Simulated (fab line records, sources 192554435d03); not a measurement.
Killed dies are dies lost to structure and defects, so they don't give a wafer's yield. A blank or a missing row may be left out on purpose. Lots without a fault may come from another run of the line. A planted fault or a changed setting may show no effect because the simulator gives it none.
Chamber matching | flow n5_finfet | N5_BEOL_M15_VIA_ETCH_16 on rie_diel-02: 4 sister chambers
The step etches SiO2 in C4F8/O2/Ar, target depth 1792.2 nm. 14 wafers are shown with their chamber, then 7 later ones without.

WAFERS WITH THEIR CHAMBER
wafer  | chamber | rf_vpp_V (V) | showerhead_plenum_p_Torr (Torr) | throttle_valve_pct (%)
L078.1 | 1       | 2231         | 3.49                            | 31.46
L078.2 | 3       | 2199         | 3.66                            | 31.03
L078.4 | 0       | 2204         | 3.47                            | 31.27
L080.2 | 2       | 2308         | 3.56                            | 30.93
L080.3 | 0       | 2201         | 3.47                            | 31.25
L080.4 | 1       | 2229         | 3.49                            | 31.46
L082.3 | 1       | 2229         | 3.49                            | 31.46
L082.4 | 0       | 2202         | 3.47                            | 31.26
L082.6 | 1       | 2228         | 3.49                            | 31.45
L089.1 | 3       | 2198         | 3.65                            | 31.05
L089.4 | 1       | 2230         | 3.48                            | 31.46
L089.6 | 1       | 2229         | 3.48                            | 31.49
L090.1 | 2       | 2308         | 3.55                            | 30.97
L090.5 | 3       | 2198         | 3.65                            | 31.07

SIGNATURES (means of the wafers above)
reading                  | chamber 0 | chamber 1 | chamber 2 | chamber 3 | scatter within a chamber
rf_vpp_V                 | 2202.33   | 2229.33   | 2308.00   | 2198.33   | 1.03
showerhead_plenum_p_Torr | 3.4700    | 3.4867    | 3.5550    | 3.6533    | 0.005
throttle_valve_pct       | 31.2600   | 31.4633   | 30.9500   | 31.0500   | 0.0165
Rule: a wafer's distance from a chamber is the root of the sum, over the readings, of the square of ((its reading less the chamber's mean) divided by the reading's scatter). The wafer belongs to the nearest chamber; if the next one is less than 2 further off, it can't be placed. The scatter: the root of (the sum of the squares of (reading less its chamber's mean) over the shown wafers, divided by (wafers less chambers)).

WAFERS WITHOUT THEIR CHAMBER
wafer  | rf_vpp_V (V) | showerhead_plenum_p_Torr (Torr) | throttle_valve_pct (%)
L090.6 | 2308         | 3.55                            | 30.97
L092.2 | 2227         | 3.48                            | 31.48
L092.4 | 2199         | 3.65                            | 31.05
L092.5 | 2200         | 3.65                            | 31.04
L094.4 | 2226         | 3.47                            | 31.49
L094.5 | 2228         | 3.47                            | 31.48
L094.6 | 2305         | 3.54                            | 30.98

WHICH CHAMBER EACH WENT THROUGH
wafer  | from the rows above | in truth
L090.6 | 2                   | 2
L092.2 | 1                   | 1
L092.4 | 3                   | 3
L092.5 | 3                   | 3
L094.4 | 1                   | 1
L094.5 | 1                   | 1
L094.6 | 2                   | 2
Placed correctly: 7 of 7. Can't be placed from these rows: 0. Placed wrongly: 0.
